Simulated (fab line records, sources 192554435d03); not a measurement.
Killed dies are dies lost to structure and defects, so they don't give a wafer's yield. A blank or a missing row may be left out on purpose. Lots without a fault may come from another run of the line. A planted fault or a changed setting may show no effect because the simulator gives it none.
Which tool did it? | flow n5_finfet | 24 lots, 72 wafers sampled, at 5 steps of a route of 1938

WHAT THE GAUGES READ, wafer by wafer
N5_FIN_SAQP_OCD_MEAS_76. Usual: trench_depth_nm 119.8 nm, standard deviation 1.
lot  | measured    | on     | trench_depth_nm (nm) | flag
L074 | day 2 03:01 | ocd-02 | 118.3 119.2 118.4    |
L075 | day 2 07:50 | ocd-02 | 118.7 119.2 118.7    |
L076 | day 2 15:51 | ocd-01 | 119.5 119.7 119.3    |
L077 | day 2 21:00 | ocd-01 | 119.7 118.5 120.1    |
L078 | day 3 04:33 | ocd-01 | 119.5 119.6 120.4    |
L079 | day 3 09:25 | ocd-02 | 120.1 119.1 119.6    |
L080 | day 3 15:20 | ocd-01 | 121.6 120.5 121.2    |
L081 | day 3 21:10 | ocd-01 | 121.2 121.4 121.8    |
L082 | day 4 02:35 | ocd-02 | 120.9 121.3 121.9    |
L083 | day 4 08:53 | ocd-01 | 119.4 119.6 119.4    |
L084 | day 4 14:16 | ocd-02 | 120.9 122.6 121.4    |
L085 | day 4 21:26 | ocd-02 | 119.2 118.8 118.6    |
L086 | day 5 02:55 | ocd-02 | 120.7 119.5 119.7    |
L087 | day 5 09:40 | ocd-02 | 120.3 119.6 119.5    |
L088 | day 5 14:37 | ocd-01 | 119.8 118.7 118.1    |
L089 | day 5 21:46 | ocd-02 | 120.1 120.1 118.3    |
L090 | day 6 04:11 | ocd-02 | 120.9 120.1 119.4    |
L091 | day 6 08:49 | ocd-02 | 119.6 119.9 121.1    |
L092 | day 6 14:29 | ocd-02 | 118.0 120.1 119.2    |
L093 | day 6 20:14 | ocd-01 | 120.2 119.8 119.1    |
L094 | day 7 02:29 | ocd-02 | 121.0 121.4 120.5    |
L095 | day 7 11:31 | ocd-01 | 120.1 118.9 120.7    |
L096 | day 7 16:41 | ocd-01 | 119.2 122.4 118.9    |
L097 | day 7 20:10 | ocd-02 | 119.3 120.2 119.2    |

N5_FIN_CUT_CD_MEAS_08: target cd 29.1 nm. Usual: cd_nm 29.12 nm, standard deviation 0.19.
lot  | measured    | on        | cd_nm (nm)        | flag
L074 | day 2 03:21 | cd_sem-01 | 29.42 29.18 29.12 |
L075 | day 2 08:18 | cd_sem-01 | 29.10 29.11 29.15 |
L076 | day 2 16:11 | cd_sem-03 | 29.03 29.18 29.07 |
L077 | day 2 21:20 | cd_sem-03 | 29.16 29.22 29.24 |
L078 | day 3 05:01 | cd_sem-01 | 29.21 28.90 28.95 |
L079 | day 3 09:53 | cd_sem-03 | 29.01 29.37 29.14 |
L080 | day 3 15:40 | cd_sem-03 | 29.24 29.00 29.38 |
L081 | day 3 21:29 | cd_sem-01 | 29.28 29.35 29.54 |
L082 | day 4 03:02 | cd_sem-03 | 29.16 29.01 28.99 |
L083 | day 4 09:13 | cd_sem-02 | 28.91 29.08 29.03 |
L084 | day 4 14:36 | cd_sem-03 | 29.16 29.44 29.05 |
L085 | day 4 21:54 | cd_sem-03 | 28.63 29.01 28.97 |
L086 | day 5 03:15 | cd_sem-02 | 29.29 29.03 28.66 |
L087 | day 5 09:59 | cd_sem-02 | 29.08 29.16 28.92 |
L088 | day 5 15:05 | cd_sem-01 | 28.96 29.12 28.92 |
L089 | day 5 22:13 | cd_sem-02 | 29.09 29.16 29.02 |
L090 | day 6 04:39 | cd_sem-03 | 29.27 29.12 29.28 |
L091 | day 6 09:08 | cd_sem-02 | 28.87 28.92 29.22 |
L092 | day 6 14:56 | cd_sem-01 | 28.90 28.84 29.35 |
L093 | day 6 20:41 | cd_sem-01 | 28.89 29.07 28.77 |
L094 | day 7 02:56 | cd_sem-01 | 29.33 29.20 29.63 |
L095 | day 7 11:58 | cd_sem-01 | 29.28 29.25 29.13 |
L096 | day 7 17:08 | cd_sem-03 | 28.98 28.86 28.83 |
L097 | day 7 20:37 | cd_sem-03 | 29.11 29.06 29.13 |

WHICH TOOL RAN EACH LOT (tool, then ch and the chambers of the sampled wafers, then the start)
lot  | N5_FIN_SAQP_ETCH_65             | N5_FIN_SAQP_ETCH_69               | N5_FIN_SAQP_ETCH_34
L074 | rie_si-04 ch 0,1,3, day 2 00:54 | rie_diel-05 ch 0,3, day 2 01:38   | rie_diel-02 ch 1,2,3, day 2 02:35
L075 | rie_si-04 ch 2,3, day 2 05:40   | rie_diel-05 ch 0,1, day 2 06:13   | rie_diel-05 ch 0,1, day 2 07:24
L076 | rie_si-04 ch 0,1,3, day 2 12:26 | rie_diel-01 ch 1,2, day 2 13:16   | rie_diel-02 ch 1,3, day 2 15:25
L077 | rie_si-06 ch 0,1, day 2 18:56   | rie_diel-01 ch 1,2,3, day 2 19:30 | rie_diel-01 ch 1,2,3, day 2 20:34
L078 | rie_si-03 ch 2,3, day 3 01:22   | rie_diel-01 ch 0,1, day 3 02:17   | rie_diel-01 ch 0,1,3, day 3 04:07
L079 | rie_si-06 ch 1,2,3, day 3 06:12 | rie_diel-02 ch 0,1,3, day 3 07:07 | rie_diel-05 ch 0,1,3, day 3 08:59
L080 | rie_si-06 ch 0,1,3, day 3 13:23 | rie_diel-05 ch 1,2,3, day 3 13:56 | rie_diel-01 ch 0,1,2, day 3 14:53
L081 | rie_si-04 ch 2,3, day 3 19:07   | rie_diel-01 ch 0,3, day 3 19:40   | rie_diel-05 ch 0,1, day 3 20:43
L082 | rie_si-04 ch 0,3, day 4 00:30   | rie_diel-02 ch 1,2, day 4 01:04   | rie_diel-02 ch 0,1,2, day 4 02:08
L083 | rie_si-04 ch 0,2,3, day 4 06:28 | rie_diel-02 ch 2,3, day 4 07:01   | rie_diel-01 ch 0,2,3, day 4 08:27
L084 | rie_si-06 ch 2,3, day 4 12:19   | rie_diel-02 ch 0,2,3, day 4 12:52 | rie_diel-02 ch 1,2, day 4 13:50
L085 | rie_si-03 ch 1,2, day 4 19:26   | rie_diel-02 ch 2,3, day 4 20:04   | rie_diel-05 ch 1,2,3, day 4 21:01
L086 | rie_si-06 ch 1,2,3, day 5 00:47 | rie_diel-01 ch 0,1,3, day 5 01:29 | rie_diel-01 ch 0,1, day 5 02:28
L087 | rie_si-04 ch 0,1,2, day 5 06:50 | rie_diel-01 ch 1,3, day 5 07:34   | rie_diel-02 ch 1,2,3, day 5 09:13
L088 | rie_si-03 ch 1,2,3, day 5 12:40 | rie_diel-02 ch 1,3, day 5 13:14   | rie_diel-01 ch 0,1,2, day 5 14:10
L089 | rie_si-04 ch 0,2,3, day 5 19:37 | rie_diel-05 ch 2,3, day 5 20:23   | rie_diel-01 ch 0,2,3, day 5 21:20
L090 | rie_si-04 ch 0,2,3, day 6 01:19 | rie_diel-05 ch 0,1,3, day 6 02:15 | rie_diel-05 ch 0,1,2, day 6 03:45
L091 | rie_si-04 ch 2,3, day 6 06:02   | rie_diel-02 ch 0,3, day 6 07:18   | rie_diel-02 ch 1,2,3, day 6 08:22
L092 | rie_si-04 ch 2,3, day 6 12:32   | rie_diel-02 ch 0,1,2, day 6 13:05 | rie_diel-01 ch 0,1, day 6 14:02
L093 | rie_si-06 ch 0,3, day 6 18:12   | rie_diel-05 ch 0,2,3, day 6 18:50 | rie_diel-01 ch 2,3, day 6 19:47
L094 | rie_si-06 ch 0,2,3, day 7 00:32 | rie_diel-02 ch 0,1,2, day 7 01:05 | rie_diel-02 ch 0,1,3, day 7 02:03
L095 | rie_si-04 ch 0,1,2, day 7 07:15 | rie_diel-02 ch 0,2,3, day 7 07:49 | rie_diel-05 ch 0,1,2, day 7 11:05
L096 | rie_si-06 ch 0,1,3, day 7 14:35 | rie_diel-02 ch 0,1, day 7 15:09   | rie_diel-01 ch 1,2,3, day 7 16:14
L097 | rie_si-04 ch 0,1,3, day 7 18:14 | rie_diel-01 ch 0,3, day 7 18:47   | rie_diel-05 ch 1,2,3, day 7 19:43
- N5_FIN_SAQP_ETCH_65: etches SiO2 in CF4, target depth 4 nm, time 4.4 s.
- N5_FIN_SAQP_ETCH_69: etches SOC in N2/H2, stops on SiNx, target depth 150 nm.
- N5_FIN_SAQP_ETCH_34: etches SiO2 in C4F6/O2, target depth 45 nm, time 15 s.

WHAT THE TOOLS THEMSELVES READ (means of the sampled wafers that have a number; where no wafer has one, the mark that the record gives instead)
N5_FIN_SAQP_ETCH_65. Usual: drypump_motor_current_A 5.7 A, standard deviation 0.44; oes_product_au 1.000 a.u., standard deviation 0.019; throttle_valve_pct 21.84 %, standard deviation 0.22.
lot  | tool      | drypump_motor_current_A (A) | oes_product_au (a.u.) | throttle_valve_pct (%) | flag
L074 | rie_si-04 | 5.4                         | 1.004                 | 21.84                  |
L075 | rie_si-04 | 5.7                         | 0.977                 | 21.98                  |
L076 | rie_si-04 | 5.4                         | 1.004                 | 21.83                  |
L077 | rie_si-06 | 6.2                         | 0.995                 | 22.04                  |
L078 | rie_si-03 | 6.3                         | 1.022                 | 21.68                  |
L079 | rie_si-06 | 6.1                         | 1.007                 | 21.76                  |
L080 | rie_si-06 | 6.2                         | 0.998                 | 21.84                  |
L081 | rie_si-04 | 5.7                         | 0.978                 | 21.98                  |
L082 | rie_si-04 | 5.2                         | 0.992                 | 21.91                  |
L083 | rie_si-04 | 5.5                         | 0.982                 | 21.95                  |
L084 | rie_si-06 | 6.1                         | 1.022                 | 21.57                  |
L085 | rie_si-03 | 5.8                         | 1.010                 | 21.91                  |
L086 | rie_si-06 | 6.1                         | 1.007                 | 21.77                  |
L087 | rie_si-04 | 5.3                         | 0.995                 | 21.77                  |
L088 | rie_si-03 | 6.0                         | 1.019                 | 21.80                  |
L089 | rie_si-04 | 5.5                         | 0.986                 | 21.94                  |
L090 | rie_si-04 | 5.5                         | 0.996                 | 21.95                  |
L091 | rie_si-04 | 5.7                         | 0.978                 | 21.98                  |
L092 | rie_si-04 | 5.8                         | 0.987                 | 22.04                  |
L093 | rie_si-06 | 6.2                         | 1.010                 | 21.64                  |
L094 | rie_si-06 | 6.1                         | 0.999                 | 21.73                  |
L095 | rie_si-04 | 5.3                         | 0.984                 | 21.72                  |
L096 | rie_si-06 | 6.2                         | 0.997                 | 21.84                  |
L097 | rie_si-04 | 5.4                         | 1.002                 | 21.78                  |

N5_FIN_SAQP_ETCH_69. Usual: drypump_motor_current_A 5.7 A, standard deviation 0.48; oes_product_au 0.75 a.u., standard deviation 0.069; rf_vpp_V 240.9 V, standard deviation 1.3; showerhead_plenum_p_Torr 2.56 Torr, standard deviation 0.083; throttle_valve_pct 17.98 %, standard deviation 0.17.
lot  | tool        | drypump_motor_current_A (A) | oes_product_au (a.u.) | rf_vpp_V (V) | showerhead_plenum_p_Torr (Torr) | throttle_valve_pct (%) | flag
L074 | rie_diel-05 | 5.7                         | 0.74                  | 239.7        | 2.50                            | 17.89                  |
L075 | rie_diel-05 | 5.4                         | 0.86                  | 240.2        | 2.50                            | 17.76                  |
L076 | rie_diel-01 | 5.1                         | 0.78                  | 240.6        | 2.53                            | 18.00                  |
L077 | rie_diel-01 | 5.3                         | 0.79                  | 241.3        | 2.57                            | 18.01                  |
L078 | rie_diel-01 | 5.6                         | 0.79                  | 240.5        | 2.49                            | 18.13                  |
L079 | rie_diel-02 | 5.7                         | 0.75                  | 241.5        | 2.62                            | 18.01                  |
L080 | rie_diel-05 | 5.4                         | 0.79                  | 239.7        | 2.46                            | 17.66                  |
L081 | rie_diel-01 | 6.1                         | 0.76                  | 241.2        | 2.58                            | 17.94                  |
L082 | rie_diel-02 | 6.4                         | 0.76                  | 242.5        | 2.65                            | 18.07                  |
L083 | rie_diel-02 | 5.8                         | 0.70                  | 241.9        | 2.62                            | 18.05                  |
L084 | rie_diel-02 | 6.0                         | 0.69                  | 241.2        | 2.58                            | 18.07                  |
L085 | rie_diel-02 | 6.3                         | 0.69                  | 241.8        | 2.62                            | 18.10                  |
L086 | rie_diel-01 | 5.8                         | 0.77                  | 241.0        | 2.55                            | 18.06                  |
L087 | rie_diel-01 | 5.4                         | 0.79                  | 241.3        | 2.53                            | 18.16                  |
L088 | rie_diel-02 | 5.7                         | 0.80                  | 241.7        | 2.67                            | 18.02                  |
L089 | rie_diel-05 | 5.6                         | 0.72                  | 238.7        | 2.44                            | 17.73                  |
L090 | rie_diel-05 | 5.6                         | 0.76                  | 240.9        | 2.48                            | 17.85                  |
L091 | rie_diel-02 | 5.6                         | 0.68                  | 240.9        | 2.58                            | 18.07                  |
L092 | rie_diel-02 | 6.2                         | 0.74                  | 241.0        | 2.61                            | 18.09                  |
L093 | rie_diel-05 | 5.5                         | 0.71                  | 239.5        | 2.46                            | 17.80                  |
L094 | rie_diel-02 | 6.1                         | 0.73                  | 241.5        | 2.61                            | 18.09                  |
L095 | rie_diel-02 | 6.0                         | 0.67                  | 241.6        | 2.58                            | 18.11                  |
L096 | rie_diel-02 | 5.9                         | 0.72                  | 241.2        | 2.56                            | 18.10                  |
L097 | rie_diel-01 | 5.9                         | 0.74                  | 242.1        | 2.60                            | 17.99                  |

N5_FIN_SAQP_ETCH_34. Usual: C4F6_flow_sccm 9.998 sccm, standard deviation 0.029; drypump_motor_current_A 5.7 A, standard deviation 0.51; etch_rf_on_time_s 14.99 s, standard deviation 0.17; oes_product_au 0.65 a.u., standard deviation 0.055; rf_vpp_V 669 V, standard deviation 5.4; showerhead_plenum_p_Torr 2.85 Torr, standard deviation 0.089; throttle_valve_pct 21.20 %, standard deviation 0.18.
lot  | tool        | C4F6_flow_sccm (sccm) | drypump_motor_current_A (A) | etch_rf_on_time_s (s) | oes_product_au (a.u.) | rf_vpp_V (V) | showerhead_plenum_p_Torr (Torr) | throttle_valve_pct (%) | flag
L074 | rie_diel-02 | 10.034                | 6.0                         | 14.98                 | 0.67                  | 666          | 2.96                            | 21.24                  |
L075 | rie_diel-05 | 10.012                | 5.4                         | 14.95                 | 0.75                  | 673          | 2.80                            | 20.97                  |
L076 | rie_diel-02 | 9.981                 | 5.5                         | 14.83                 | 0.66                  | 669          | 2.96                            | 21.22                  |
L077 | rie_diel-01 | 10.021                | 5.4                         | 14.92                 | 0.68                  | 673          | 2.87                            | 21.20                  |
L078 | rie_diel-01 | 10.020                | 5.8                         | 14.98                 | 0.67                  | 671          | 2.86                            | 21.28                  |
L079 | rie_diel-05 | 9.983                 | 5.6                         | 14.92                 | 0.68                  | 670          | 2.79                            | 21.05                  |
L080 | rie_diel-01 | 9.981                 | 5.6                         | 15.00                 | 0.67                  | 668          | 2.82                            | 21.25                  |
L081 | rie_diel-05 | 10.000                | 5.3                         | 15.12                 | 0.72                  | 672          | 2.79                            | 21.00                  |
L082 | rie_diel-02 | 9.974                 | 6.2                         | 15.01                 | 0.65                  | 668          | 2.92                            | 21.31                  |
L083 | rie_diel-01 | 9.978                 | 5.7                         | 14.99                 | 0.66                  | 670          | 2.89                            | 21.20                  |
L084 | rie_diel-02 | 10.011                | 6.4                         | 14.75                 | 0.65                  | 663          | 2.95                            | 21.33                  |
L085 | rie_diel-05 | 9.997                 | 5.4                         | 15.06                 | 0.67                  | 667          | 2.74                            | 20.88                  |
L086 | rie_diel-01 | 9.992                 | 5.6                         | 14.73                 | 0.67                  | 668          | 2.78                            | 21.38                  |
L087 | rie_diel-02 | 10.004                | 6.0                         | 14.90                 | 0.65                  | 667          | 2.95                            | 21.30                  |
L088 | rie_diel-01 | 10.014                | 5.5                         | 15.05                 | 0.65                  | 668          | 2.81                            | 21.26                  |
L089 | rie_diel-01 | 9.991                 | 5.7                         | 15.01                 | 0.64                  | 671          | 2.88                            | 21.21                  |
L090 | rie_diel-05 | 10.010                | 5.3                         | 15.09                 | 0.66                  | 668          | 2.77                            | 20.96                  |
L091 | rie_diel-02 | 9.988                 | 6.0                         | 15.02                 | 0.64                  | 666          | 2.95                            | 21.30                  |
L092 | rie_diel-01 | 10.019                | 5.9                         | 15.11                 | 0.64                  | 666          | 2.81                            | 21.35                  |
L093 | rie_diel-01 | 9.999                 | 5.5                         | 15.12                 | 0.65                  | 675          | 2.92                            | 21.19                  |
L094 | rie_diel-02 | 9.972                 | 5.7                         | 14.94                 | 0.62                  | 671          | 2.90                            | 21.30                  |
L095 | rie_diel-05 | 10.011                | 5.3                         | 15.12                 | 0.65                  | 668          | 2.77                            | 20.97                  |
L096 | rie_diel-01 | 9.987                 | 5.3                         | 15.00                 | 0.65                  | 672          | 2.85                            | 21.26                  |
L097 | rie_diel-05 | 9.981                 | 5.4                         | 15.20                 | 0.65                  | 666          | 2.73                            | 20.92                  |

THE ANSWER, worked out from the rows above alone
Rule: a lot is off if the mean of its wafers that have a number lies more than 3 standard deviations from the usual mean. A lot without any number at a reading at which 4 lots or more have one is off too. The other lots that the step has rows for count as sound. The gauges are gone through in route order, then the tools' own readings, and for those a lot's mean is taken as printed above. The first step at which some lot is off is used, and at that step the reading that is off furthest; a lot without a number counts as furthest.
No lot is off at any reading shown: from this, nothing can be told.

WHAT THE SIMULATOR HAD PUT IN
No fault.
